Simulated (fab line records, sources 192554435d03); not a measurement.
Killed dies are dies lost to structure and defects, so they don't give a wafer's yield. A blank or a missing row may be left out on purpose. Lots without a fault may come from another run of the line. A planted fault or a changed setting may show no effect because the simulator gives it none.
Chamber matching | flow n5_finfet | N5_BEOL_M7_STRIP_67 on rie_diel-04: 4 sister chambers
The step strips in CF4. 4 wafers are shown with their chamber, then 12 later ones without.

WAFERS WITH THEIR CHAMBER
wafer  | chamber | showerhead_plenum_p_Torr (Torr)
L087.2 | 2       | 1.73
L087.4 | 3       | 1.82
L087.5 | 1       | 1.78
L087.6 | 0       | 1.75

WAFERS WITHOUT THEIR CHAMBER
wafer  | showerhead_plenum_p_Torr (Torr)
L088.1 | 1.78
L088.2 | 1.75
L088.6 | 1.82
L093.1 | 1.78
L093.3 | 1.82
L093.4 | 1.75
L095.1 | 1.75
L095.2 | 1.78
L095.3 | 1.82
L095.4 | 1.72
L095.5 | 1.72
L095.6 | 1.82

WHICH CHAMBER EACH WENT THROUGH
wafer  | from the rows above | in truth
L088.1 | 1                   | 1
L088.2 | 0                   | 0
L088.6 | 3                   | 3
L093.1 | 1                   | 1
L093.3 | 3                   | 3
L093.4 | 0                   | 0
L095.1 | 0                   | 0
L095.2 | 1                   | 1
L095.3 | 3                   | 3
L095.4 | 2                   | 2
L095.5 | 2                   | 2
L095.6 | 3                   | 3
Placed correctly: 12 of 12. Can't be placed from these rows: 0. Placed wrongly: 0.
How it was worked out, from the rows above alone: a wafer's distance from a chamber is the root of the sum, over the readings, of the square of ((its reading less the chamber's mean) divided by the reading's scatter). The wafer belongs to the nearest chamber; if the next one is less than 2 further off, it can't be placed. A chamber's mean is the mean of its shown wafers. The scatter: with one shown wafer a chamber, the root of the mean of the squares of how far each hidden wafer lies from its nearest shown one.
